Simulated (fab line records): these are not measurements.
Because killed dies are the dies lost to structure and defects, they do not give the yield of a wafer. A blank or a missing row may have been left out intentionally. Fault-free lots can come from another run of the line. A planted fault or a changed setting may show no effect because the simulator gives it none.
What tool caused it? :: flow nand-harc :: 36 wafers sampled from 12 lots at 1 step of a route of 1302

== WHAT THE GAUGES SHOWED, per wafer ==
NHARC_A_SOURCE_PLATE_THK_MEAS_06: measures by ellipsometry.
lot: L075
measured: day 8 01:48
on: film-metro-01
thk-nm (nm): 199.3 197.5 196.4

lot: L077
measured: day 9 00:02
on: film-metro-01
thk-nm (nm): 202.5 200.2 201.3

lot: L079
measured: day 9 19:16
on: film-metro-02
thk-nm (nm): 204.1 204.8 203.9

lot: L081
measured: day 10 08:44
on: film-metro-02
thk-nm (nm): 200.3 196.9 198.3

lot: L083
measured: day 11 13:43
on: film-metro-01
thk-nm (nm): 200.6 199.3 198.7

lot: L086
measured: day 12 16:37
on: film-metro-01
thk-nm (nm): 199.7 199.9 200.7

lot: L087
measured: day 14 00:27
on: film-metro-01
thk-nm (nm): 200.0 199.3 197.5

lot: L089
measured: day 14 11:29
on: film-metro-01
thk-nm (nm): 202.6 199.9 200.5

lot: L091
measured: day 14 18:12
on: film-metro-02
thk-nm (nm): 203.1 205.3 203.7

lot: L093
measured: day 15 16:35
on: film-metro-01
thk-nm (nm): 198.9 201.0 200.3

lot: L096
measured: day 16 22:00
on: film-metro-01
thk-nm (nm): 197.2 200.3 200.1

lot: L097
measured: day 17 07:41
on: film-metro-02
thk-nm (nm): 200.6 199.1 200.5

== WHICH TOOL RAN EACH LOT (tool, then ch and the chambers of the sampled wafers, then the start) ==
The record shows no process step preceding these readings.

== THE ANSWER, worked out from the rows above alone ==
Rule: the usual values come from the lots themselves. Put in order of their means at a reading, lots are off if they are a third of the lots or fewer, leave a main group of 4 or more, and stand apart from it by a gap of 3 or more times the standard deviation of the main group's means; of several such gaps the widest counts. A main group whose means are all the same, to the digits that the tables above print for the reading, isn't used. Also off: a lot with no number at a reading for which 4 or more lots have one. All remaining lots with rows at the step are treated as sound.
None of the lots is off at any reading shown; this tells nothing.

== WHAT THE SIMULATOR HAD PUT IN ==
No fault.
